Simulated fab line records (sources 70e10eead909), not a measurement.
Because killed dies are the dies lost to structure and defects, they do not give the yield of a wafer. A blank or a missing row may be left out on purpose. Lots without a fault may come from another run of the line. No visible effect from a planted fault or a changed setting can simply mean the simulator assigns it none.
Chamber matching + flow nand_harc + NHARC_A_BLC_DESCUM_15 on rie_diel-04 has 4 sister chambers
The step chemistry O2, time 3 s. 14 wafers are shown with their chamber, then 7 later ones without.

WAFERS PAIRED WITH THEIR CHAMBERS
| wafer  | chamber | showerhead_plenum_p_Torr (Torr) | drypump_motor_current_A (A) | rf_vpp_V (V) |
|--------|---------|---------------------------------|-----------------------------|--------------|
| L616.1 | 0       | 1.86                            | 5.91                        | 58.4         |
| L616.3 | 2       | 1.92                            | 5.67                        | 58.7         |
| L616.4 | 3       | 1.98                            | 5.34                        | 57.1         |
| L618.1 | 0       | 1.86                            | 5.92                        | 58.2         |
| L618.4 | 1       | 1.82                            | 5.35                        | 58.8         |
| L618.6 | 0       | 1.86                            | 5.91                        | 56.4         |
| L621.2 | 2       | 1.92                            | 5.67                        | 58.0         |
| L621.4 | 1       | 1.82                            | 5.38                        | 57.8         |
| L621.6 | 3       | 1.97                            | 5.33                        | 56.8         |
| L628.2 | 3       | 1.97                            | 5.32                        | 56.8         |
| L628.4 | 2       | 1.92                            | 5.62                        | 58.7         |
| L628.6 | 1       | 1.82                            | 5.36                        | 56.7         |
| L629.1 | 2       | 1.92                            | 5.67                        | 59.0         |
| L629.3 | 1       | 1.82                            | 5.40                        | 56.9         |

SIGNATURES, as means of the wafers listed above
| reading                  | chamber 0 | chamber 1 | chamber 2 | chamber 3 | scatter within a chamber |
|--------------------------|-----------|-----------|-----------|-----------|--------------------------|
| showerhead_plenum_p_Torr | 1.8600    | 1.8200    | 1.9200    | 1.9733    | 0.00258                  |
| drypump_motor_current_A  | 5.9133    | 5.3725    | 5.6575    | 5.3300    | 0.019                    |
| rf_vpp_V                 | 57.667    | 57.550    | 58.600    | 56.900    | 0.761                    |
Rule: distance of a wafer from a chamber = root of the sum over the readings of ((wafer's reading minus chamber's mean) / reading's scatter) squared. If the next closest chamber is less than 2 further off than the closest, the wafer can't be placed; otherwise it belongs to the closest. The scatter: the root of (the sum of the squares of (reading less its chamber's mean) over the shown wafers, divided by (wafers less chambers)).

WAFERS WHOSE CHAMBER IS MISSING
| wafer  | showerhead_plenum_p_Torr (Torr) | drypump_motor_current_A (A) | rf_vpp_V (V) |
|--------|---------------------------------|-----------------------------|--------------|
| L629.6 | 1.97                            | 5.32                        | 57.3         |
| L630.1 | 1.97                            | 5.33                        | 58.3         |
| L630.3 | 1.92                            | 5.67                        | 57.3         |
| L630.6 | 1.82                            | 5.36                        | 56.9         |
| L637.4 | 1.85                            | 5.89                        | 58.4         |
| L637.5 | 1.97                            | 5.33                        | 56.2         |
| L637.6 | 1.85                            | 5.93                        | 56.5         |

CHAMBER TAKEN BY EACH
| wafer  | from the rows above | in truth |
|--------|---------------------|----------|
| L629.6 | 3                   | 3        |
| L630.1 | 3                   | 3        |
| L630.3 | 2                   | 2        |
| L630.6 | 1                   | 1        |
| L637.4 | 0                   | 0        |
| L637.5 | 3                   | 3        |
| L637.6 | 0                   | 0        |
7 of 7 placed correctly. Can't be placed from these rows: 0. 0 placed wrongly.
